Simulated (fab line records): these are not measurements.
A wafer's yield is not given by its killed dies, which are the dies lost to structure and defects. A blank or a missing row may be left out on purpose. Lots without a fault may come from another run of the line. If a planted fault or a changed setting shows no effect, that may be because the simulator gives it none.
One fault through the eyes of 2 desks ; flow nand harc ; numbers are kept per desk, each desk with only its own; the story behind them comes last

== FOR THE TOOL OWNER'S DESK: arfi scanner-02 ==
The tool's own readings at NHARC_A_CONTACT_EXPOSE_05 (exposes mask A CC): means of the sampled wafers that have a number, for each lot that ran on this tool. Marked OUT: a lot whose mean sits more than 4 standard deviations from the usual mean, which makes it out of limits; the brackets give that distance.
Columns: A = exposure dose mJ cm2 at NHARC_A_CONTACT_EXPOSE_05, usual 84.7
lot;first seen here;A
L560;day 29 04:07;70.2 (-21) OUT
L562;day 29 06:02;72.9 (-17) OUT
This desk finds L560, L562 out of limits, L560 being first, at day 29 04:07 (exposure dose mJ cm2 at NHARC_A_CONTACT_EXPOSE_05). In limits: none.

== AT THE METROLOGY DESK ==
What the gauges read for every lot (on any tool): the sampled wafers with a number, averaged. Marked OUT: a lot whose mean sits more than 4 standard deviations from the usual mean, which makes it out of limits; the brackets give that distance.
Columns: A = cd nm at NHARC_A_CONTACT_CD_MEAS_08, usual 199.9 nm
lot;first seen here;A
L545;day 22 21:50;200.7
L544;day 23 01:39;199.4
L550;day 23 19:44;200.0
L549;day 24 02:00;200.6
L554;day 25 15:58;199.3
L560;day 29 04:15;188.5 (-18) OUT
L562;day 29 06:11;190.4 (-15) OUT
L564;day 29 18:13;199.3
L567;day 31 06:16;199.2
L565;day 32 02:26;200.5
This desk finds L560, L562 out of limits, L560 being first, at day 29 04:15 (cd nm at NHARC_A_CONTACT_CD_MEAS_08). L545, L544, L550, L549, L554, L564, L567, L565: within limits.

== ALL TOGETHER ==
The tool owner's desk had the chance to raise an alarm at day 29 04:07 on L560, L562.
An alarm was possible from the metrology desk at day 29 04:15, on L560, L562.
Every lot named ran NHARC_A_CONTACT_EXPOSE_05 on arfi scanner-02.

== WHAT WAS PUT IN BY THE SIMULATOR ==
Process parameters drifting: arfi scanner-02 at NHARC_A_CONTACT_EXPOSE_05, beginning at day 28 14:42. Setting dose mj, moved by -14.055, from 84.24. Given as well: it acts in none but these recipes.
Shown lots that were struck: L560, L562.
Time in hours from fault onset to the first out-of-limits reading at each desk: tool owner's desk 13, metrology desk 14.
